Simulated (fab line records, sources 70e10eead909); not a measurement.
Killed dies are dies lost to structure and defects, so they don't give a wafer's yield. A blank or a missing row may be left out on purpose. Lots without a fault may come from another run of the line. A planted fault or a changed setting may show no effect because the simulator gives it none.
One fault seen from 2 desks | flow nand_harc | each desk has only its own numbers; what lay behind them comes last

THE TOOL OWNER'S DESK: litho_track-04
The tool's own readings at NHARC_A_M0_PEB_07 (peb time 65 s): means of the sampled wafers that have a number, for each lot that ran on this tool. A lot is out of limits, marked OUT, if its mean lies more than 4 standard deviations from the usual mean; the brackets give that distance.
Columns: A = resist_line_temp_C at NHARC_A_M0_PEB_07, usual 23.02 C
lot  | first seen here | A
L994 | day 24 19:10    | 22.92
L995 | day 24 21:41    | 23.00
L106 | day 30 00:39    | 23.13
L105 | day 30 02:27    | 22.95
This desk's finding: nothing out of limits on any of the 4 lots.

THE METROLOGY DESK
What the gauges read, lot by lot, whatever tool the lot ran on: means of the sampled wafers that have a number. A lot is out of limits, marked OUT, if its mean lies more than 4 standard deviations from the usual mean; the brackets give that distance.
Columns: A = cd_nm at NHARC_A_BLC_CD_MEAS_10, usual 100.2 nm; B = cd_nm at NHARC_A_M0_CD_MEAS_09, usual 80.1 nm; C = cd_nm at NHARC_A_M0_CD_MEAS_16, usual 80.3 nm
lot  | first seen here | A     | B    | C
L990 | day 22 13:20    | 101.0 | 79.8 | 80.0
L991 | day 23 00:46    | 99.5  | 80.9 | 82.4
L989 | day 23 02:26    | 100.1 | 80.1 | 80.6
L993 | day 23 17:03    | 100.6 | 80.3 | 81.4
L994 | day 24 15:20    | 101.8 | 78.7 | 79.0
L995 | day 24 17:44    | 99.0  | 80.0 | 80.3
L106 | day 29 20:41    | 99.6  | 82.8 | 83.5
L105 | day 29 22:18    | 100.2 | 82.8 | 83.3
L108 | day 30 08:36    | 100.4 | 80.6 | 81.2
L109 | day 30 22:47    | 100.0 | 80.3 | 80.4
L110 | day 31 16:46    | 99.1  | 79.3 | 78.8
This desk's finding: nothing out of limits on any of the 11 lots.

PUT TOGETHER
The tool owner's desk saw nothing out of limits.
The metrology desk saw nothing out of limits.

WHAT THE SIMULATOR HAD PUT IN
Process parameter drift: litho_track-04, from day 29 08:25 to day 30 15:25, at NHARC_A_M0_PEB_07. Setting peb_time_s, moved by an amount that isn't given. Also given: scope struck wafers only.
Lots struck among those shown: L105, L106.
